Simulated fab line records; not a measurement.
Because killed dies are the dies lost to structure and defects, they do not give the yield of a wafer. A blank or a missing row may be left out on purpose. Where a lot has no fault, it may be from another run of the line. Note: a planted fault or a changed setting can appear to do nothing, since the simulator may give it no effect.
Chamber matching    flow n5 finfet    ald metal-04 running N5_BEOL_M11_ALD_74: 4 sister chambers
The step deposits TaN, target thk 2 nm, pulse time 2 s, purge time 3 s. 18 wafers are shown with their chamber, then 9 later ones without.

## WAFERS PAIRED WITH THEIR CHAMBERS
wafer   chamber  heater power w (W)
L074.3  3        459
L074.4  2        390
L074.5  1        372
L075.1  3        472
L075.2  1        371
L075.3  0        454
L075.4  2        375
L075.5  3        448
L075.6  0        462
L077.2  1        374
L077.4  3        448
L077.5  2        383
L082.1  3        463
L082.3  1        368
L082.6  2        379
L081.2  1        371
L081.3  2        389
L081.4  3        459

SIGNATURES (means of the wafers above)
reading         chamber 0  chamber 1  chamber 2  chamber 3  scatter within a chamber
heater power w  458.00     371.20     383.20     458.17     6.75
Rule: a wafer's distance from a chamber is the root of the sum, over the readings, of the square of ((its reading less the chamber's mean) divided by the reading's scatter). The wafer belongs to the nearest chamber; if the next one is less than 2 further off, it can't be placed. The scatter: the root of (the sum of the squares of (reading less its chamber's mean) over the shown wafers, divided by (wafers less chambers)).

## WAFERS MISSING THEIR CHAMBER
wafer   heater power w (W)
L085.1  380
L085.4  462
L085.5  457
L092.3  461
L092.5  463
L092.6  373
L097.2  374
L097.3  460
L097.5  383

## CHAMBER TAKEN BY EACH
wafer   from the rows above      in truth
L085.1  can't be placed: 2 or 1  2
L085.4  can't be placed: 3 or 0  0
L085.5  can't be placed: 0 or 3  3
L092.3  can't be placed: 3 or 0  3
L092.5  can't be placed: 3 or 0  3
L092.6  can't be placed: 1 or 2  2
L097.2  can't be placed: 1 or 2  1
L097.3  can't be placed: 3 or 0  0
L097.5  can't be placed: 2 or 1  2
0 of 9 placed correctly. These rows do not allow placing 9 (true chamber among the candidates in 9). Wrongly placed: 0.
